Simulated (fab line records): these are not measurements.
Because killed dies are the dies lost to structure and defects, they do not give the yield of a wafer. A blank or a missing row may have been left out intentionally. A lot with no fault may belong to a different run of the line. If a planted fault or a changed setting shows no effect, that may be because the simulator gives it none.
A lot that was struck, set against a sound lot ; flow nand_harc ; 39 steps out of a route of 1159
Sound: these wafers, L338.3, L338.4, L338.5. The struck wafers were L323.1, L323.3. The cause is given at the end.
Per side, at each step with rows, come the tool, then ch with its chambers, and then its first start. Under that, the readings that differ: sound wafers ; struck wafers ; difference of the means ; sigmas: that difference in standard deviations of wafers without a fault.
alike: same words and numbers on both sides, and readings whose means sit less than 2 such deviations apart. not compared: any withheld reading, any reading some wafer has no value for, any bound like >300 that may hide the same value, and any number with overlapping values for which the record gives no deviation.
A row with sigmas, a row that says differs or no value, or rows on one side alone: a step with any of these is where the two part. When numbers do not overlap yet have no deviation, they are printed without sigmas and do not part them. A reading that every wafer of one side lacks parts them only if that side has two wafers or more.

first, 6 steps without rows for these wafers: NHARC_A_WL_FILL_PRECLEAN_30 (cleans in dHF, time 10 s); NHARC_A_WL_FILL_SRD_14; NHARC_A_WL_FILL_ALD_19 (deposits TiN, target thk 2 nm, pulse time 3 s, ald cycles 100); NHARC_A_WL_FILL_CVD_20 (deposits W, target thk 75 nm, time 5064 s); NHARC_A_WL_FILL_CMP_12 (polishes, t overpolish 30 s, target thk 75 nm); NHARC_A_WL_FILL_SRD_31.
NHARC_A_WL_FILL_INSPECT_15:
  sound on defect_inspect-02 at day 21 13:58; struck on defect_inspect-02 at day 17 17:25
  alike: raw_defect_count
then, 1 step without rows for these wafers: NHARC_A_CONTACT_DEP_24 (deposits SiO2, target thk 500 nm).
NHARC_A_CONTACT_DEP_28: deposits aC, target thk 3600 nm.
  sound on acl_dep-03 ch 0, day 21 18:12; struck on acl_dep-03 ch 0, day 17 19:01
  alike: throttle_valve_pct
then, 11 steps without rows for these wafers: NHARC_A_CONTACT_DEP_29 (deposits SiON, target thk 70 nm); NHARC_A_CONTACT_DEHYDRATE_32 (time 120 s); NHARC_A_CONTACT_HMDS_33 (time 30 s); NHARC_A_CONTACT_COAT_34 (time 75 s); NHARC_A_CONTACT_COAT_35 (time 65 s); NHARC_A_CONTACT_COAT_36 (resist thk 90 nm); NHARC_A_CONTACT_SOFTBAKE_37 (time 55 s); NHARC_A_CONTACT_EBR_38; NHARC_A_CONTACT_EXPOSE_39 (exposes mask A CC 3); NHARC_A_CONTACT_PEB_40 (peb time 65 s); NHARC_A_CONTACT_DEVELOP_41 (develop time 35 s).
NHARC_A_CONTACT_CD_MEAS_42: the cd target is 200 nm.
  sound on cd_sem-01 ch 0, day 21 20:18; struck on cd_sem-02 ch 0, day 17 21:57
  alike: cd_nm
NHARC_A_CONTACT_OVL_MEAS_43:
  sound on overlay-01 at day 21 20:23; struck on overlay-01 at day 17 22:02
  alike: overlay_x_nm, overlay_y_nm
NHARC_A_CONTACT_INSPECT_44:
  sound on defect_inspect-02 at day 21 20:25; struck on defect_inspect-01 at day 17 22:05
  alike: raw_defect_count
then, 3 steps without rows for these wafers: NHARC_A_CONTACT_DESCUM_47 (chemistry O2, time 3 s); NHARC_A_CONTACT_ETCH_48 (etches the open film in CF4, target depth 39 nm, time 65 s); NHARC_A_CONTACT_ETCH_49 (etches the open film in N2/H2, target depth 260 nm, time 475.3 s).
NHARC_A_CONTACT_ETCH_50: etches the open film in CF4/CHF3, target depth 84.7 nm, time 42.4 s.
  sound: rie_diel-06 ch 1,2; struck: rie_diel-06 ch 1,2
  alike: chf3_flow_sccm, drypump_motor_current_A, oes_product_au, rf_vpp_V, showerhead_plenum_p_Torr, throttle_valve_pct
  not compared: rf_hours_counter_h
NHARC_A_CONTACT_ETCH_51: etches the open film in O2/COS, target depth 3600 nm, time 936 s.
  sound: rie_diel-06 ch 0,2; struck: rie_diel-06 ch 1,2
  alike: drypump_motor_current_A, o2_flow_sccm, oes_product_au, rf_vpp_V, showerhead_plenum_p_Torr, throttle_valve_pct
  not compared: rf_hours_counter_h
then, 2 steps without rows for these wafers: NHARC_A_CONTACT_ETCH_111 (etches the open film in C4F8/O2/Ar, time 140 s, target depth 700 nm); NHARC_A_CONTACT_ETCH_112 (etches the open film in C4F8/O2/Ar, time 94 s, target depth 922 nm).
NHARC_A_CONTACT_ETCH_113: etches the open film in C4F8/O2/Ar, time 94 s, target depth 922 nm.
  sound on har_cap_etch-03 ch 0,1, day 21 22:32; struck on har_cap_etch-02 ch 1, day 17 23:43
  not compared: rf_hours_counter_h
then, 2 steps without rows for these wafers: NHARC_A_CONTACT_ETCH_114 (etches the open film in C4F8/O2/Ar, time 94 s, target depth 922 nm); NHARC_A_CONTACT_ETCH_115 (etches the open film in C4F8/O2/Ar, time 94 s, target depth 922 nm).
NHARC_A_CONTACT_ETCH_116: etches the open film in C4F8/O2/Ar, time 94 s, target depth 922 nm.
  sound on har_cap_etch-03 ch 0,1, day 21 22:48; struck on har_cap_etch-02 ch 1, day 17 23:59
  not compared: rf_hours_counter_h
then, 2 steps without rows for these wafers: NHARC_A_CONTACT_ETCH_117 (etches the open film in C4F8/O2/Ar, time 94 s, target depth 922 nm); NHARC_A_CONTACT_ETCH_118 (etches the open film in C4F8/O2/Ar, time 94 s, target depth 922 nm).
NHARC_A_CONTACT_ETCH_119: etches the open film in C4F8/O2/Ar, time 94 s, target depth 922 nm.
  sound on har_cap_etch-03 ch 0,1, day 21 23:04; struck on har_cap_etch-02 ch 1, day 18 00:16
  not compared: rf_hours_counter_h
then, 1 step without rows for these wafers: NHARC_A_CONTACT_ETCH_120 (etches the open film in C4F8/O2/Ar, time 94 s, target depth 922 nm).
-- break in the record here, with 4 days between the starts of the struck wafers on either side (left off in module A_CONTACT, picked up again in module END, where the first step shown is number 1159 on the route) --
NHARC_END_SORT_01:
  at this point the record logs the struck wafers (prober-02 ch 0, day 21 12:18) and has no rows for the sound ones

== WHERE THEY PART ==
NHARC_END_SORT_01 only, going by this record.

WHY: what had been put in by the simulator
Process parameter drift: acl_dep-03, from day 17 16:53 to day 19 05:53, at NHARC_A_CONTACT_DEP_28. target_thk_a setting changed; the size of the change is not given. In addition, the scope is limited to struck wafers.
